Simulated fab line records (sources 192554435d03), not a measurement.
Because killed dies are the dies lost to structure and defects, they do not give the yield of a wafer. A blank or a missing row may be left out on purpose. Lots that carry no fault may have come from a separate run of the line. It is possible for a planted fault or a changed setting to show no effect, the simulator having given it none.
Chamber matching / flow n5 finfet / 4 sister chambers for N5_BEOL_M0_SAQP_ETCH_102 on rie si-04
The step etches SiO2 in CF4, target depth 4 nm, time 4.4 s. 4 wafers are shown with their chamber, then 10 later ones without.

## EACH WAFER AND ITS CHAMBER
wafer=L088.2; chamber=3; throttle valve pct (%)=21.60
wafer=L088.6; chamber=2; throttle valve pct (%)=21.72
wafer=L089.1; chamber=1; throttle valve pct (%)=21.58
wafer=L089.2; chamber=0; throttle valve pct (%)=21.82

## WAFERS MISSING THEIR CHAMBER
wafer=L089.4; throttle valve pct (%)=21.73
wafer=L095.1; throttle valve pct (%)=21.73
wafer=L095.2; throttle valve pct (%)=21.81
wafer=L095.3; throttle valve pct (%)=21.61
wafer=L095.4; throttle valve pct (%)=21.24
wafer=L095.5; throttle valve pct (%)=21.79
wafer=L095.6; throttle valve pct (%)=21.26
wafer=L097.1; throttle valve pct (%)=21.83
wafer=L097.2; throttle valve pct (%)=21.59
wafer=L097.4; throttle valve pct (%)=21.25

## CHAMBER TAKEN BY EACH
wafer=L089.4; from the rows above=can't be placed: 2 or 0 or 3 or 1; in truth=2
wafer=L095.1; from the rows above=can't be placed: 2 or 0 or 3 or 1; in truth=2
wafer=L095.2; from the rows above=can't be placed: 0 or 2 or 3 or 1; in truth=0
wafer=L095.3; from the rows above=can't be placed: 3 or 1 or 2 or 0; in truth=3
wafer=L095.4; from the rows above=can't be placed: 1 or 3 or 2 or 0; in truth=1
wafer=L095.5; from the rows above=can't be placed: 0 or 2 or 3 or 1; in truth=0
wafer=L095.6; from the rows above=can't be placed: 1 or 3 or 2 or 0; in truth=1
wafer=L097.1; from the rows above=can't be placed: 0 or 2 or 3 or 1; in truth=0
wafer=L097.2; from the rows above=can't be placed: 1 or 3 or 2 or 0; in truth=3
wafer=L097.4; from the rows above=can't be placed: 1 or 3 or 2 or 0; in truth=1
0 of 10 placed correctly. These rows do not allow placing 10 (true chamber among the candidates in 10). Placed wrongly: 0.
How it was worked out, from the rows above alone: a wafer's distance from a chamber is the root of the sum, over the readings, of the square of ((its reading less the chamber's mean) divided by the reading's scatter). The wafer belongs to the nearest chamber; if the next one is less than 2 further off, it can't be placed. Each chamber's mean is taken over the wafers shown for it. The scatter (one wafer shown for each chamber): square how far every hidden wafer sits from the nearest shown wafer, average those squares and take the square root.
